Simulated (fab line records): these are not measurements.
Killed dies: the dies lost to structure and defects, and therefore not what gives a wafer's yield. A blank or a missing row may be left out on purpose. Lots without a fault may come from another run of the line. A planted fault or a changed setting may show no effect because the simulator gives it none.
Which of the tools did it? ; flow nandHarc ; 20 wafers sampled from 7 lots at 1 step of a route of 1159

WHAT THE GAUGES READ, wafer by wafer
NHARC_P_GATE_INSPECT_68.
lot;measured;on;rawDefectCount
L530;day 5 22:26;defectInspect-01;232 191 160
L533;day 6 14:01;defectInspect-01;116 171 108
L535;day 7 03:34;defectInspect-02;159 163 131
L538;day 7 16:30;defectInspect-02;159 225 183
L543;day 9 04:49;defectInspect-02;175 119
L549;day 10 02:02;defectInspect-01;218 136 166
L550;day 10 19:53;defectInspect-02;274 156 251

WHAT TOOL EACH LOT RAN ON (gives the tool, then ch and the chambers of the sampled wafers, and finally the start)
Record: no process step prior to these readings.

THE ANSWER, worked out from the rows above alone
Rule: the usual values come from the lots themselves. The widest of any qualifying gaps counts: lots, ordered by their means at a reading, are off when they make up no more than a third of the lots, leave a main group of 4 or more, and stand apart from it by 3 or more times the standard deviation of that group's means. Not used: any main group whose means are identical at the precision the tables above print for the reading. A lot without any number at a reading at which 4 lots or more have one is off too. All remaining lots with rows at the step are treated as sound.
No lot is off on any of the readings shown, so nothing can be concluded from this.

WHAT THE SIMULATOR HAD INSERTED
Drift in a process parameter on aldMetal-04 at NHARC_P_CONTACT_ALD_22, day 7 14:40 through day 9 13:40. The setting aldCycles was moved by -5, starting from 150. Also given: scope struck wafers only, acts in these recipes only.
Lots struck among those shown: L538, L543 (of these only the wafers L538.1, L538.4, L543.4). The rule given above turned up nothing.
